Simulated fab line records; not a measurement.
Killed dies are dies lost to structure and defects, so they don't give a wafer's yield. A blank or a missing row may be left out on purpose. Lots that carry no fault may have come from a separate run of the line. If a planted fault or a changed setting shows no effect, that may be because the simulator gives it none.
fab line records	flow nand-harc
[record] lots = 24	wafers = 72	last-day = 33
route steps=1302 shown P_M0@265 P_M1@300
lots with no fault: from the same line, run without faults
start-h: start of the lot's first displayed wafer, in hours after the record's first day	wait-h: how many hours have passed since the lot's step before this one	" as in the row above	L1.1+2: a single row standing in for several wafers	- no value, or no start given	* or withheld: withheld	< > ~ a bound
route shown NAME@n: a module of which the file shows steps, and the number in the route of the first	usual: average and standard deviation across the fault-free wafers	same: alike in all rows	chamber/n: place in a boat	sites: the reading at each site	_std_site: the values' standard deviation	_edge_site: the outer-site mean with the inner-site mean subtracted	radius-mm: how far each site lies from the wafer's centre	mask NAME#n: copy n	behind: tool/chamber where the wafer was last shaped	hold: reason for holding the lot/hours on hold/outcome of the hold	device: whichever transistor did not switch (one of n, p or np)	end of line: the same wafers' tests at the end of the route	for a step that has no rows: nothing shown but its recipe	killed: dies that structure and defects cost at the first sort, which is not the same as the wafer's yield	map: shows each die of a wafer: x if killed, . if not, _ if none is there
set.NAME: the setting the step ran with; set.NAME@STEP: the setting that earlier step ran with	model.NAME: the simulator's own value behind a step, which no gauge read
the route's steps for a sample of lots (tables are steps, rows are wafers)
services: a tool's chamber out of use, with start hour (start-h, from the record's first day; less than 0 if before it), hours out, and reason
[[steps]]
[step NHARC_P_M0_INSPECT_11]
[usual] raw-defect-count = 4.0/2.6
lot.wafer	tool	chamber	start-h	wait-h	raw-defect-count
L074.2	defect-inspect-01	-	125.95	0.0	1
L074.5	"	-	"	"	4
L074.6	"	-	"	"	4
L076.1	defect-inspect-01	-	142.83	0.0	6
L076.2	"	-	"	"	5
L076.6	"	-	"	"	5
L077.1	defect-inspect-01	-	151.90	0.0	3
L077.2	"	-	"	"	3
L077.5	"	-	"	"	5
L078.2	defect-inspect-01	-	159.27	0.0	5
L078.3	"	-	"	"	3
L078.6	"	-	"	"	3
L079.3	defect-inspect-01	-	169.71	0.0	2
L079.4	"	-	"	"	3
L079.5	"	-	"	"	2
L075.1	defect-inspect-01	-	181.08	0.0	3
L075.2	"	-	"	"	0
L075.3	"	-	"	"	4
L080.1	defect-inspect-01	-	183.94	0.0	3
L080.3	"	-	"	"	3
L080.5	"	-	"	"	1
L081.2	defect-inspect-02	-	191.62	0.0	3
L081.3	"	-	"	"	3
L081.5	"	-	"	"	3
L082.1	defect-inspect-01	-	198.77	0.0	9
L082.2	"	-	"	"	3
L082.4	"	-	"	"	4
L083.1	defect-inspect-01	-	218.92	0.0	1
L083.2	"	-	"	"	8
L083.6	"	-	"	"	7
L084.1	defect-inspect-02	-	220.69	0.0	6
L084.2	"	-	"	"	6
L084.6	"	-	"	"	7
L085.1	defect-inspect-01	-	240.10	0.0	8
L085.3	"	-	"	"	1
L085.6	"	-	"	"	3
L086.1	defect-inspect-01	-	244.88	0.0	3
L086.3	"	-	"	"	2
L086.5	"	-	"	"	5
L087.1	defect-inspect-01	-	263.74	0.0	6
L087.4	"	-	"	"	12
L087.6	"	-	"	"	8
L088.1	defect-inspect-02	-	264.40	0.0	5
L088.5	"	-	"	"	4
L088.6	"	-	"	"	4
L090.1	defect-inspect-01	-	277.57	0.0	3
L090.3	"	-	"	"	4
L090.6	"	-	"	"	2
L089.1	defect-inspect-02	-	278.64	0.0	8
L089.4	"	-	"	"	8
L089.5	"	-	"	"	2
L091.2	defect-inspect-02	-	286.92	0.0	5
L091.4	"	-	"	"	2
L091.6	"	-	"	"	4
L092.2	defect-inspect-01	-	295.65	0.0	5
L092.3	"	-	"	"	9
L092.4	"	-	"	"	12
L093.3	defect-inspect-02	-	308.14	0.0	4
L093.5	"	-	"	"	1
L093.6	"	-	"	"	4
L094.1	defect-inspect-02	-	321.94	0.0	5
L094.4	"	-	"	"	3
L094.5	"	-	"	"	5
L095.1	defect-inspect-01	-	332.54	0.0	3
L095.5	"	-	"	"	3
L095.6	"	-	"	"	3
L096.1	defect-inspect-02	-	339.36	0.0	1
L096.3	"	-	"	"	5
L096.5	"	-	"	"	4
L097.1	defect-inspect-01	-	348.85	0.0	2
L097.3	"	-	"	"	4
L097.6	"	-	"	"	3
[step NHARC_P_M0_ETCH_34]
[recipe] target-depth-a = 400	overetch-a = 120	time-s = 43.94	ion-energy-ev = 200	n2-flow-sccm = 150	h2-flow-sccm = 150	ar-flow-sccm = 0	rf-w = 400	bias-w = 150	chemistry = N2/H2
[usual] bias-w = 150.0/0.45	drypump-motor-current-A = 5.5/0.45	n2-flow-sccm = 150.0/0.43	oes-product-au = 1.001/0.011	rf-vpp-V = 429.9/2.3	showerhead-plenum-p-Torr = 2.02/0.083	throttle-valve-pct = 14.171/0.0087
lot.wafer	tool	chamber	start-h	wait-h	bias-w	drypump-motor-current-A	n2-flow-sccm	oes-product-au	rf-hours-counter-h	rf-vpp-V	showerhead-plenum-p-Torr	throttle-valve-pct
L074.2	rie-diel-13	0	126.10	0.1	149.8	5.2	150.6	1.009	23	429.6	2.07	14.175
L074.5	"	0	"	"	149.6	5.1	150.5	1.000	-	431.3	2.07	14.159
L074.6	"	1	"	"	150.6	5.7	150.6	1.005	-	432.6	2.13	14.156
L076.2	rie-diel-12	3	142.98	0.1	150.4	5.9	150.3	0.995	14	429.4	1.91	14.166
L076.1	"	1	"	"	150.5	6.6	149.7	0.992	16	427.9	1.95	14.170
L076.6	"	0	"	"	149.7	6.3	150.4	1.005	-	431.6	2.11	14.173
L077.2	rie-diel-12	1	152.05	0.1	151.1	6.6	149.6	1.006	20	425.9	1.94	14.156
L077.1	"	2	"	"	149.6	5.4	150.1	1.013	22	428.1	1.95	14.165
L077.5	"	0	"	"	149.4	6.3	150.1	1.009	-	432.0	2.11	14.175
L078.3	rie-diel-12	1	159.42	0.1	149.6	6.6	150.7	1.001	23	426.9	1.94	14.194
L078.2	"	3	"	"	150.1	5.9	149.6	1.004	22	426.0	1.91	14.166
L078.6	"	2	"	"	149.4	5.4	150.6	1.020	-	428.2	1.95	14.179
L079.3	rie-diel-12	1	170.07	0.2	150.1	6.6	149.5	1.008	26	427.7	1.94	14.171
L079.4	"	2	"	"	149.6	5.4	149.6	1.003	27	427.7	1.95	14.168
L079.5	"	0	"	"	150.2	6.3	150.1	1.016	-	432.3	2.11	14.160
L075.3	rie-diel-13	1	181.23	0.1	150.4	5.6	150.0	1.009	1	430.8	2.13	14.167
L075.1	"	2	"	"	150.6	4.9	150.7	1.012	2	425.6	1.93	14.156
L075.2	"	3	"	"	149.3	5.6	149.7	0.990	2	428.5	2.00	14.162
L080.1	rie-diel-13	3	184.09	0.1	150.2	5.6	149.8	0.995	2	429.5	2.00	14.169
L080.3	"	2	"	"	149.6	4.9	150.9	1.014	2	427.5	1.93	14.180
L080.5	"	3	"	"	150.6	5.6	149.7	0.992	-	428.8	2.00	14.158
L081.2	rie-diel-13	3	191.76	0.1	150.1	5.6	150.9	0.990	2	429.1	2.00	14.158
L081.3	"	2	"	"	150.0	4.9	149.6	1.013	2	427.2	1.93	14.183
L081.5	"	3	"	"	149.2	5.6	150.5	0.995	-	428.9	2.00	14.154
L082.4	rie-diel-06	2	198.91	0.1	151.1	4.9	150.4	1.001	16	429.8	2.03	14.168
L082.1	"	0	"	"	150.8	5.4	149.5	1.013	18	430.1	1.96	14.158
L082.2	"	1	"	"	149.7	5.2	150.3	1.004	17	434.6	2.21	14.172
L083.1	rie-diel-13	0	219.08	0.1	149.4	5.2	149.9	0.986	8	432.2	2.06	14.160
L083.2	"	2	"	"	150.3	4.9	150.0	1.008	8	428.4	1.92	14.171
L083.6	"	0	"	"	150.1	5.2	149.8	0.982	-	431.7	2.06	14.170
L084.1	rie-diel-13	3	221.11	0.1	150.0	5.6	149.3	0.996	9	429.5	2.00	14.189
L084.2	"	1	"	"	149.7	5.7	150.2	1.013	10	431.9	2.12	14.161
L084.6	"	2	"	"	150.1	4.9	150.1	1.011	-	426.9	1.92	14.176
L085.3	rie-diel-13	2	240.26	0.1	149.6	4.9	149.6	1.010	11	427.4	1.92	14.160
L085.1	"	3	"	"	150.0	5.5	151.2	0.988	11	429.1	2.00	14.163
L085.6	"	1	"	"	150.4	5.7	149.4	1.004	-	432.2	2.12	14.152
L086.1	rie-diel-13	3	245.02	0.1	150.0	5.6	149.8	0.992	11	429.2	2.00	14.179
L086.3	"	0	"	"	149.3	5.2	150.1	0.984	13	431.5	2.06	14.179
L086.5	"	0	"	"	149.6	5.2	149.9	0.982	-	431.8	2.06	14.173
L087.1	rie-diel-13	3	263.90	0.1	149.9	5.6	149.4	0.987	14	429.5	2.00	14.170
L087.4	"	0	"	"	150.5	5.2	149.9	0.987	15	430.2	2.06	14.179
L087.6	"	2	"	"	149.9	4.9	150.0	1.011	-	428.7	1.92	14.180
L088.1	rie-diel-13	3	264.55	0.1	150.3	5.6	150.8	0.999	14	429.4	2.00	14.161
L088.5	"	3	"	"	149.7	5.6	150.8	0.994	-	430.0	2.00	14.169
L088.6	"	0	"	"	150.2	5.2	150.5	0.986	-	431.9	2.06	14.166
L090.3	rie-diel-12	1	277.73	0.1	150.2	6.5	149.5	0.994	0	428.1	1.93	14.177
L090.1	"	2	"	"	149.8	5.4	149.8	1.003	0	427.1	1.94	14.157
L090.6	"	0	"	"	150.1	6.3	149.4	1.020	-	431.9	2.10	14.172
L089.4	rie-diel-13	2	278.79	0.1	150.0	4.9	149.2	1.026	19	427.2	1.92	14.185
L089.1	"	0	"	"	149.7	5.2	150.2	0.991	18	431.2	2.06	14.174
L089.5	"	2	"	"	149.2	4.9	149.6	1.008	-	427.6	1.92	14.168
L091.4	rie-diel-13	0	287.07	0.1	149.2	5.2	150.1	0.998	21	431.1	2.06	14.170
L091.2	"	1	"	"	150.0	5.6	149.7	1.007	22	432.0	2.12	14.175
L091.6	"	0	"	"	149.7	5.2	150.4	0.994	-	430.9	2.06	14.182
L092.2	rie-diel-06	1	295.85	0.1	150.2	5.3	150.1	1.002	49	434.4	2.20	14.174
L092.3	"	2	"	"	149.8	4.9	149.4	0.995	50	429.8	2.02	14.166
L092.4	"	3	"	"	150.7	5.4	150.4	1.001	57	427.7	1.91	14.156
L093.3	rie-diel-13	1	308.29	0.1	149.8	5.7	150.4	1.014	25	432.3	2.12	14.165
L093.5	"	0	"	"	150.7	5.2	150.5	0.987	-	432.9	2.06	14.171
L093.6	"	1	"	"	150.0	5.7	149.6	1.016	-	432.8	2.12	14.181
L094.4	rie-diel-13	1	322.09	0.1	149.6	5.6	149.9	1.011	28	433.0	2.12	14.157
L094.1	"	0	"	"	150.0	5.2	149.4	0.994	26	430.5	2.06	14.176
L094.5	"	1	"	"	150.1	5.6	150.6	1.005	-	432.9	2.12	14.174
L095.1	rie-diel-13	1	332.69	0.1	150.1	5.7	150.1	1.010	31	432.6	2.12	14.173
L095.5	"	0	"	"	149.4	5.2	149.7	1.005	-	429.9	2.05	14.181
L095.6	"	1	"	"	149.5	5.7	150.6	1.012	-	430.3	2.12	14.164
L096.1	rie-diel-06	2	339.51	0.1	149.8	4.9	150.5	1.000	13	429.5	2.01	14.179
L096.3	"	3	"	"	149.6	5.4	150.0	1.003	11	426.1	1.91	14.154
L096.5	"	2	"	"	149.9	4.9	149.8	0.995	-	430.9	2.01	14.174
L097.1	rie-diel-06	2	349.13	0.2	150.0	4.9	150.8	0.998	15	428.8	2.01	14.160
L097.3	"	1	"	"	149.7	5.2	150.0	0.992	14	434.0	2.19	14.187
L097.6	"	2	"	"	150.2	4.9	150.8	0.997	-	428.4	2.01	14.166
[step NHARC_P_M0_ETCH_15]
[recipe] target-depth-a = 1500	overetch-a = 150	time-s = 82.5	c4f8-flow-sccm = withheld	ar-flow-sccm = 400	rf-w = 600	bias-w = 300	chemistry = C4F8/Ar
[usual] bias-w = 300.1/1	oes-product-au = 0.968/0.017	rf-vpp-V = 440.0/2.6
lot.wafer	tool	chamber	start-h	wait-h	bias-w	oes-product-au	rf-vpp-V
L074.2	rie-diel-13	1	-	-	299.8	0.978	443.9
L074.6	"	2	"	"	301.9	0.991	436.0
L074.5	"	3	"	"	300.6	0.952	438.0
L076.2	rie-diel-12	2	-	-	300.1	0.970	438.8
L076.1	"	3	"	"	301.0	0.965	435.1
L076.6	"	3	"	"	299.7	0.963	436.1
L077.1	rie-diel-12	1	-	-	297.9	0.974	438.2
L077.2	"	2	"	"	303.0	0.986	437.5
L077.5	"	1	"	"	299.1	0.964	437.9
L078.3	rie-diel-12	3	-	-	300.0	0.984	437.0
L078.2	"	0	"	"	298.4	1.001	441.9
L078.6	"	3	"	"	300.1	0.977	435.9
L079.3	rie-diel-12	1	-	-	300.3	0.962	437.5
L079.4	"	3	"	"	298.1	0.958	437.7
L079.5	"	1	"	"	300.6	0.946	438.8
L075.1	rie-diel-13	0	-	-	299.8	0.947	442.2
L075.3	"	1	"	"	299.5	0.979	442.1
L075.2	"	2	"	"	301.5	0.986	439.0
L080.3	rie-diel-13	1	-	-	298.2	0.988	441.7
L080.1	"	3	"	"	299.6	0.955	440.3
L080.5	"	1	"	"	297.7	0.986	442.3
L081.2	rie-diel-13	1	-	-	301.2	0.998	442.9
L081.3	"	0	"	"	302.1	0.955	442.2
L081.5	"	1	"	"	299.0	0.983	442.9
L082.1	rie-diel-06	3	-	-	299.6	0.971	438.6
L082.4	"	1	"	"	299.5	0.990	446.4
L082.2	"	2	"	"	300.5	0.986	440.4
L083.1	rie-diel-13	0	-	-	300.5	0.974	441.7
L083.2	"	1	"	"	301.2	0.969	442.9
L083.6	"	3	"	"	298.6	0.968	441.1
L084.1	rie-diel-13	1	-	-	298.5	0.957	443.3
L084.2	"	3	"	"	298.8	0.936	439.7
L084.6	"	1	"	"	299.1	0.947	442.6
L085.1	rie-diel-13	1	-	-	299.8	0.969	443.9
L085.3	"	2	"	"	299.5	0.972	436.0
L085.6	"	3	"	"	300.4	0.967	440.4
L086.3	rie-diel-13	0	-	-	302.5	0.961	439.8
L086.1	"	2	"	"	301.6	0.976	437.9
L086.5	"	3	"	"	301.6	0.963	440.0
L087.4	rie-diel-13	2	-	-	301.4	0.975	437.1
L087.1	"	3	"	"	299.0	0.972	440.5
L087.6	"	1	"	"	299.8	0.973	442.8
L088.1	rie-diel-13	2	-	-	299.5	0.993	439.1
L088.6	"	2	"	"	300.5	0.988	437.2
L088.5	"	3	"	"	301.6	0.975	439.2
L090.1	rie-diel-12	2	-	-	299.2	0.975	437.5
L090.3	"	0	"	"	300.7	0.997	442.6
L090.6	"	3	"	"	299.1	0.966	436.8
L089.4	rie-diel-13	3	-	-	299.9	0.975	440.1
L089.1	"	1	"	"	298.5	0.973	443.0
L089.5	"	2	"	"	300.8	0.974	436.0
L091.4	rie-diel-13	1	-	-	300.2	0.987	443.3
L091.2	"	2	"	"	300.0	0.994	436.8
L091.6	"	3	"	"	300.2	0.961	439.3
L092.2	rie-diel-06	0	-	-	301.1	0.973	436.9
L092.4	"	1	"	"	300.3	0.962	444.6
L092.3	"	3	"	"	299.1	0.948	435.8
L093.3	rie-diel-13	2	-	-	301.0	0.973	437.3
L093.5	"	1	"	"	302.3	0.992	442.8
L093.6	"	2	"	"	301.5	0.976	437.9
L094.4	rie-diel-13	3	-	-	300.3	0.909	440.0
L094.1	"	0	"	"	299.5	0.914	440.5
L094.5	"	3	"	"	299.1	0.924	440.9
L095.1	rie-diel-13	0	-	-	301.1	0.974	440.6
L095.6	"	1	"	"	300.9	0.988	443.0
L095.5	"	2	"	"	299.7	0.968	436.7
L096.1	rie-diel-06	3	-	-	300.3	0.955	437.1
L096.3	"	2	"	"	299.6	0.950	440.2
L096.5	"	3	"	"	300.1	0.950	435.8
L097.1	rie-diel-06	1	-	-	301.5	0.958	444.6
L097.3	"	3	"	"	300.3	0.942	436.2
L097.6	"	2	"	"	301.4	0.964	440.7
[step NHARC_P_M0_THK_MEAS_24]
[recipe] thk-meas-gauge = xrf
[usual] thk-nm = 117.6/1.5
lot.wafer	tool	chamber	start-h	wait-h	thk-nm
L074.2	film-metro-01	-	128.33	-	118.7
L074.5	"	-	"	"	118.5
L074.6	"	-	"	"	115.1
L076.1	film-metro-01	-	145.21	-	117.8
L076.2	"	-	"	"	117.9
L076.6	"	-	"	"	120.0
L077.1	film-metro-02	-	154.30	-	119.7
L077.2	"	-	"	"	113.5
L077.5	"	-	"	"	117.7
L078.2	film-metro-01	-	161.63	-	116.8
L078.3	"	-	"	"	116.8
L078.6	"	-	"	"	119.5
L079.3	film-metro-02	-	172.28	-	118.8
L079.4	"	-	"	"	116.9
L079.5	"	-	"	"	115.8
L075.1	film-metro-01	-	183.46	-	115.4
L075.2	"	-	"	"	117.2
L075.3	"	-	"	"	116.6
L080.1	film-metro-01	-	186.33	-	115.5
L080.3	"	-	"	"	115.7
L080.5	"	-	"	"	115.2
L081.2	film-metro-02	-	194.00	-	117.0
L081.3	"	-	"	"	121.0
L081.5	"	-	"	"	117.4
L082.1	film-metro-01	-	201.16	-	117.7
L082.2	"	-	"	"	119.0
L082.4	"	-	"	"	118.9
L083.1	film-metro-01	-	221.36	-	118.3
L083.2	"	-	"	"	118.9
L083.6	"	-	"	"	117.3
L084.1	film-metro-01	-	223.43	-	116.9
L084.2	"	-	"	"	117.7
L084.6	"	-	"	"	118.7
L085.1	film-metro-01	-	242.48	-	118.2
L085.3	"	-	"	"	119.3
L085.6	"	-	"	"	118.5
L086.1	film-metro-01	-	247.25	-	118.1
L086.3	"	-	"	"	118.6
L086.5	"	-	"	"	120.6
L087.1	film-metro-02	-	266.12	-	119.2
L087.4	"	-	"	"	120.1
L087.6	"	-	"	"	118.9
L088.1	film-metro-02	-	266.83	-	116.0
L088.5	"	-	"	"	117.8
L088.6	"	-	"	"	116.9
L090.1	film-metro-02	-	279.96	-	114.9
L090.3	"	-	"	"	115.1
L090.6	"	-	"	"	117.5
L089.1	film-metro-02	-	281.02	-	117.2
L089.4	"	-	"	"	117.0
L089.5	"	-	"	"	115.9
L091.2	film-metro-02	-	289.30	-	118.8
L091.4	"	-	"	"	118.4
L091.6	"	-	"	"	118.9
L092.2	film-metro-02	-	298.11	-	115.0
L092.3	"	-	"	"	119.7
L092.4	"	-	"	"	116.7
L093.3	film-metro-02	-	310.52	-	118.3
L093.5	"	-	"	"	116.7
L093.6	"	-	"	"	122.5
L094.1	film-metro-02	-	324.31	-	119.8
L094.4	"	-	"	"	119.1
L094.5	"	-	"	"	118.5
L095.1	film-metro-02	-	334.92	-	116.0
L095.5	"	-	"	"	119.2
L095.6	"	-	"	"	115.1
L096.1	film-metro-01	-	341.73	-	115.7
L096.3	"	-	"	"	116.1
L096.5	"	-	"	"	120.0
L097.1	film-metro-01	-	351.46	-	116.8
L097.3	"	-	"	"	119.6
L097.6	"	-	"	"	117.8
[step NHARC_P_M1_ETCH_15]
[recipe] target-depth-a = 1825	time-s = 91.2	c4f8-flow-sccm = withheld	ar-flow-sccm = 400	rf-w = 600	bias-w = 300	chemistry = C4F8/Ar
[usual] bias-w = 300.0/0.93	oes-product-au = 0.956/0.022	rf-vpp-V = 442.6/2.1
lot.wafer	tool	chamber	start-h	wait-h	bias-w	oes-product-au	rf-hours-counter-h	rf-vpp-V
L074.2	rie-diel-05	0	-	-	299.9	0.992	5	442.1
L074.5	"	3	"	"	299.9	0.973	-	442.6
L074.6	"	0	"	"	299.4	0.993	-	440.2
L076.2	rie-diel-05	1	-	-	300.1	0.926	7	443.9
L076.1	"	3	"	"	299.8	0.934	7	443.2
L076.6	"	2	"	"	299.7	0.922	-	438.0
L077.1	rie-diel-05	2	-	-	300.4	0.975	8	439.2
L077.2	"	0	"	"	298.9	0.975	7	441.7
L077.5	"	3	"	"	298.5	0.963	-	443.7
L078.3	rie-diel-05	0	-	-	297.8	0.934	7	441.9
L078.2	"	1	"	"	301.4	0.921	8	443.2
L078.6	"	3	"	"	298.9	0.932	-	443.6
L079.3	rie-diel-05	0	-	-	299.7	0.983	7	443.5
L079.4	"	2	"	"	300.7	0.959	8	440.0
L079.5	"	3	"	"	299.8	0.963	-	441.9
L075.1	rie-diel-01	3	-	-	298.6	0.962	13	442.2
L075.3	"	0	"	"	299.6	0.973	12	440.6
L075.2	"	2	"	"	299.6	0.948	12	443.5
L080.3	rie-diel-01	2	-	-	299.4	0.963	12	444.9
L080.1	"	3	"	"	299.0	0.973	13	444.1
L080.5	"	1	"	"	301.4	0.994	-	444.8
L081.3	rie-diel-01	1	-	-	298.8	0.939	11	445.5
L081.2	"	3	"	"	300.4	0.931	13	442.1
L081.5	"	0	"	"	299.2	0.939	-	440.5
L082.4	rie-diel-05	3	-	-	300.8	1.000	10	440.8
L082.1	"	0	"	"	300.4	0.953	10	441.6
L082.2	"	1	"	"	300.7	0.957	11	444.3
L083.1	rie-diel-01	2	-	-	299.6	0.966	0	444.0
L083.2	"	0	"	"	299.7	0.965	1	441.3
L083.6	"	2	"	"	298.8	0.964	-	443.6
L084.1	rie-diel-01	1	-	-	300.0	0.979	1	445.0
L084.2	"	3	"	"	300.4	0.955	1	441.7
L084.6	"	2	"	"	300.5	0.961	-	444.2
L085.1	rie-diel-01	3	-	-	299.8	0.950	2	441.4
L085.3	"	2	"	"	298.8	0.951	2	442.7
L085.6	"	0	"	"	299.7	0.961	-	440.7
L086.3	rie-diel-01	2	-	-	299.8	0.951	2	443.0
L086.1	"	3	"	"	300.3	0.959	2	441.2
L086.5	"	2	"	"	298.8	0.957	-	444.6
L087.4	rie-diel-05	1	-	-	300.9	0.949	3	444.7
L087.1	"	2	"	"	300.1	0.952	3	438.6
L087.6	"	0	"	"	299.5	0.975	-	440.9
L088.1	rie-diel-05	1	-	-	300.4	0.955	3	443.4
L088.5	"	1	"	"	301.3	0.962	-	443.0
L088.6	"	2	"	"	301.1	0.985	-	438.7
L090.3	rie-diel-01	0	-	-	300.6	0.973	4	442.0
L090.1	"	1	"	"	301.0	0.966	4	446.1
L090.6	"	0	"	"	300.2	0.976	-	440.0
L089.4	rie-diel-01	3	-	-	299.0	0.978	4	440.6
L089.1	"	0	"	"	300.3	0.970	4	442.3
L089.5	"	3	"	"	299.2	0.982	-	442.2
L091.4	rie-diel-05	0	-	-	302.9	0.922	5	441.2
L091.2	"	1	"	"	301.1	0.909	5	442.4
L091.6	"	3	"	"	300.9	0.928	-	443.8
L092.3	rie-diel-09	1	-	-	300.1	0.911	46	445.7
L092.4	"	3	"	"	299.2	0.918	49	444.1
L092.2	"	0	"	"	300.7	0.928	46	444.1
L093.3	rie-diel-01	3	-	-	299.7	0.928	6	442.6
L093.5	"	3	"	"	299.6	0.922	-	441.0
L093.6	"	0	"	"	300.4	0.935	-	441.9
L094.4	rie-diel-05	0	-	-	299.1	0.967	9	442.0
L094.1	"	2	"	"	300.1	0.960	8	439.9
L094.5	"	0	"	"	298.2	0.978	-	441.3
L095.1	rie-diel-01	0	-	-	299.0	0.961	9	442.0
L095.5	"	2	"	"	300.9	0.949	-	443.9
L095.6	"	0	"	"	299.8	0.962	-	441.2
L096.3	rie-diel-01	0	-	-	300.3	0.935	9	441.3
L096.1	"	2	"	"	298.3	0.920	9	444.2
L096.5	"	3	"	"	301.0	0.923	-	441.6
L097.3	rie-diel-01	0	-	-	299.4	0.976	9	439.0
L097.1	"	1	"	"	299.8	0.956	9	445.6
L097.6	"	2	"	"	301.3	0.954	-	442.5
[step NHARC_P_M1_PRE_CLEAN_30]
[recipe] time-s = 30	temp-c = 280	gas = H2/He
[usual] heater-power-w = 409/56
lot.wafer	tool	chamber	start-h	wait-h	heater-power-w
L074.2	pvd-sputter-03	-	-	-	414
L074.5	"	-	"	"	348
L074.6	"	-	"	"	421
L076.1	pvd-sputter-02	-	-	-	410
L076.2	"	-	"	"	339
L076.6	"	-	"	"	413
L077.2	pvd-sputter-02	-	-	-	396
L077.1	"	-	"	"	379
L077.5	"	-	"	"	363
L078.2	pvd-sputter-01	-	-	-	477
L078.3	"	-	"	"	463
L078.6	"	-	"	"	348
L079.4	pvd-sputter-02	-	-	-	362
L079.3	"	-	"	"	372
L079.5	"	-	"	"	400
L075.2	pvd-sputter-03	-	-	-	405
L075.3	"	-	"	"	379
L075.1	"	-	"	"	341
L080.3	pvd-sputter-02	-	-	-	370
L080.1	"	-	"	"	337
L080.5	"	-	"	"	365
L081.3	pvd-sputter-02	-	-	-	361
L081.2	"	-	"	"	345
L081.5	"	-	"	"	351
L082.2	pvd-sputter-01	-	-	-	471
L082.4	"	-	"	"	524
L082.1	"	-	"	"	469
L083.2	pvd-sputter-01	-	-	-	549
L083.1	"	-	"	"	454
L083.6	"	-	"	"	521
L084.2	pvd-sputter-03	-	-	-	443
L084.1	"	-	"	"	338
L084.6	"	-	"	"	440
L085.3	pvd-sputter-03	-	-	-	450
L085.1	"	-	"	"	371
L085.6	"	-	"	"	441
L086.1	pvd-sputter-03	-	-	-	372
L086.3	"	-	"	"	352
L086.5	"	-	"	"	450
L087.4	pvd-sputter-03	-	-	-	413
L087.1	"	-	"	"	451
L087.6	"	-	"	"	355
L088.1	pvd-sputter-01	-	-	-	547
L088.5	"	-	"	"	325
L088.6	"	-	"	"	471
L090.3	pvd-sputter-01	-	-	-	567
L090.1	"	-	"	"	439
L090.6	"	-	"	"	561
L089.1	pvd-sputter-03	-	-	-	456
L089.4	"	-	"	"	359
L089.5	"	-	"	"	414
L091.4	pvd-sputter-03	-	-	-	419
L091.2	"	-	"	"	374
L091.6	"	-	"	"	351
L092.2	pvd-sputter-03	-	-	-	361
L092.4	"	-	"	"	426
L092.3	"	-	"	"	359
L093.3	pvd-sputter-01	-	-	-	553
L093.5	"	-	"	"	338
L093.6	"	-	"	"	489
L094.1	pvd-sputter-01	-	-	-	446
L094.4	"	-	"	"	336
L094.5	"	-	"	"	453
L095.1	pvd-sputter-02	-	-	-	416
L095.6	"	-	"	"	380
L095.5	"	-	"	"	414
L096.3	pvd-sputter-02	-	-	-	410
L096.1	"	-	"	"	361
L096.5	"	-	"	"	414
L097.3	pvd-sputter-03	-	-	-	433
L097.1	"	-	"	"	404
L097.6	"	-	"	"	372
[[services]]
tool	chamber	start-h	hours	kind
rie-diel-01	1	122.61	4.4	repair
rie-diel-06	-	130.97	9.0	pm
rie-diel-01	2	160.62	5.5	repair
rie-diel-13	-	165.00	9.0	pm
rie-diel-01	-	203.80	9.0	pm
rie-diel-12	2	204.52	5.5	repair
rie-diel-06	-	216.99	1.8	repair
rie-diel-12	1	226.75	9.5	repair
pvd-sputter-03	-	227.63	10.0	pm
rie-diel-12	3	228.41	2.4	repair
rie-diel-05	-	229.79	9.0	pm
rie-diel-13	1	238.10	1.5	repair
rie-diel-12	2	245.30	5.5	repair
rie-diel-12	-	252.51	1.0	repair
rie-diel-12	2	256.91	14.4	repair
rie-diel-12	-	268.45	9.0	pm
rie-diel-01	1	284.49	6.3	repair
rie-diel-01	3	292.09	7.2	repair
pvd-sputter-03	-	306.90	2.4	repair
rie-diel-06	-	308.10	9.0	pm
rie-diel-01	3	323.65	14.4	repair
rie-diel-12	-	327.93	2.0	repair
rie-diel-13	-	342.00	9.0	pm
rie-diel-05	1	352.12	3.1	repair
[[key]]
fault none
